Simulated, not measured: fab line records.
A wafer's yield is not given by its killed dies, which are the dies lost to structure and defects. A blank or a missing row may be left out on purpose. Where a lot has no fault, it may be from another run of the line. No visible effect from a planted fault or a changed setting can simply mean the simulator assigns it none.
Matching of chambers    flow nandHarc    NHARC_P_GATE_STRIP_108 on rieDiel-12 has 4 sister chambers
The step strips in O2. 8 wafers are shown with their chamber, then 7 later ones without.

EACH WAFER AND ITS CHAMBER
wafer   chamber  showerheadPlenumPTorr (Torr)  drypumpMotorCurrentA (A)
L428.4  1        3.36                          5.79
L440.3  0        3.56                          6.13
L440.4  3        3.70                          6.21
L443.2  3        3.70                          6.22
L443.3  1        3.35                          5.80
L443.6  2        3.51                          5.59
L442.3  2        3.51                          5.54
L442.5  0        3.56                          6.14

WAFERS WITH NO CHAMBER GIVEN
wafer   showerheadPlenumPTorr (Torr)  drypumpMotorCurrentA (A)
L442.6  3.70                          6.17
L445.2  3.55                          6.13
L445.3  3.70                          6.20
L445.6  3.34                          5.81
L446.1  3.70                          6.19
L446.2  3.51                          5.62
L446.3  3.55                          6.13

THE CHAMBER EACH PASSED THROUGH
wafer   from the rows above  in truth
L442.6  3                    3
L445.2  0                    0
L445.3  3                    3
L445.6  1                    1
L446.1  3                    3
L446.2  2                    2
L446.3  0                    0
7 of 7 placed correctly. Left unplaced by these rows: 0. Number placed wrongly: 0.
How it was worked out, from the rows above alone: a wafer's distance from a chamber is the root of the sum, over the readings, of the square of ((its reading less the chamber's mean) divided by the reading's scatter). The wafer belongs to the nearest chamber; if the next one is less than 2 further off, it can't be placed. The mean given for a chamber averages the wafers shown for that chamber. The scatter is the square root of a quotient: the sum, over the shown wafers, of each reading's squared deviation from its chamber's mean, divided by wafers minus chambers.
